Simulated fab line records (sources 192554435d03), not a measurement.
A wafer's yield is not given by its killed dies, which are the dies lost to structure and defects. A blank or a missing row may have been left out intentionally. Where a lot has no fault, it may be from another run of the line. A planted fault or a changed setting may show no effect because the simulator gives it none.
Matching of chambers | flow n5-finfet | N5_BEOL_M14_DESCUM_15 on rie-diel-05: 4 sister chambers
The step chemistry O2, time 7.9 s. 22 wafers are shown with their chamber, then 11 later ones without.

## EACH WAFER AND ITS CHAMBER
wafer  | chamber | showerhead-plenum-p-Torr (Torr) | drypump-motor-current-A (A) | throttle-valve-pct (%)
L079.1 | 3       | 2.20                            | 5.2                         | 20.29
L079.2 | 2       | 2.14                            | 6.5                         | 20.38
L079.5 | 2       | 2.14                            | 6.5                         | 20.38
L080.1 | 1       | 2.03                            | 5.6                         | 20.49
L080.4 | 0       | 2.03                            | 5.8                         | 20.29
L080.5 | 0       | 2.03                            | 5.7                         | 20.29
L081.3 | 2       | 2.14                            | 6.5                         | 20.40
L081.4 | 0       | 2.02                            | 5.8                         | 20.30
L081.6 | 0       | 2.02                            | 5.7                         | 20.30
L083.1 | 1       | 2.02                            | 5.7                         | 20.52
L083.3 | 0       | 2.02                            | 5.8                         | 20.31
L083.5 | 2       | 2.14                            | 6.5                         | 20.39
L084.3 | 2       | 2.14                            | 6.5                         | 20.40
L084.4 | 0       | 2.02                            | 5.7                         | 20.30
L084.6 | 1       | 2.02                            | 5.6                         | 20.50
L088.1 | 3       | 2.20                            | 5.2                         | 20.33
L088.3 | 1       | 2.02                            | 5.6                         | 20.52
L088.4 | 0       | 2.02                            | 5.8                         | 20.31
L086.1 | 2       | 2.13                            | 6.5                         | 20.43
L086.3 | 3       | 2.20                            | 5.2                         | 20.33
L086.4 | 0       | 2.02                            | 5.8                         | 20.31
L089.2 | 1       | 2.02                            | 5.6                         | 20.52

SIGNATURES, as means of the wafers listed above
reading                  | chamber 0 | chamber 1 | chamber 2 | chamber 3 | scatter within a chamber
showerhead-plenum-p-Torr | 2.0225    | 2.0220    | 2.1383    | 2.2000    | 0.00417
drypump-motor-current-A  | 5.763     | 5.620     | 6.500     | 5.200     | 0.0386
throttle-valve-pct       | 20.3012   | 20.5100   | 20.3967   | 20.3167   | 0.0151
Rule: a wafer's distance from a chamber is the root of the sum, over the readings, of the square of ((its reading less the chamber's mean) divided by the reading's scatter). The wafer belongs to the nearest chamber; if the next one is less than 2 further off, it can't be placed. The scatter is the square root of a quotient: the sum, over the shown wafers, of each reading's squared deviation from its chamber's mean, divided by wafers minus chambers.

## WAFERS WITHOUT THEIR CHAMBER
wafer  | showerhead-plenum-p-Torr (Torr) | drypump-motor-current-A (A) | throttle-valve-pct (%)
L089.4 | 2.02                            | 5.6                         | 20.51
L089.5 | 2.13                            | 6.5                         | 20.40
L092.1 | 2.02                            | 5.6                         | 20.53
L092.2 | 2.13                            | 6.6                         | 20.43
L092.3 | 2.02                            | 5.8                         | 20.33
L095.1 | 2.19                            | 5.2                         | 20.37
L095.3 | 2.01                            | 5.8                         | 20.36
L095.6 | 2.01                            | 5.8                         | 20.34
L094.3 | 2.13                            | 6.5                         | 20.43
L094.5 | 2.13                            | 6.6                         | 20.43
L094.6 | 2.19                            | 5.2                         | 20.35

## WHICH CHAMBER EACH ONE RAN IN
wafer  | from the rows above | in truth
L089.4 | 1                   | 1
L089.5 | 2                   | 2
L092.1 | 1                   | 1
L092.2 | 2                   | 2
L092.3 | 0                   | 0
L095.1 | 3                   | 3
L095.3 | 0                   | 0
L095.6 | 0                   | 0
L094.3 | 2                   | 2
L094.5 | 2                   | 2
L094.6 | 3                   | 3
11 of 11 placed correctly. Can't be placed from these rows: 0. Wrongly placed: 0.
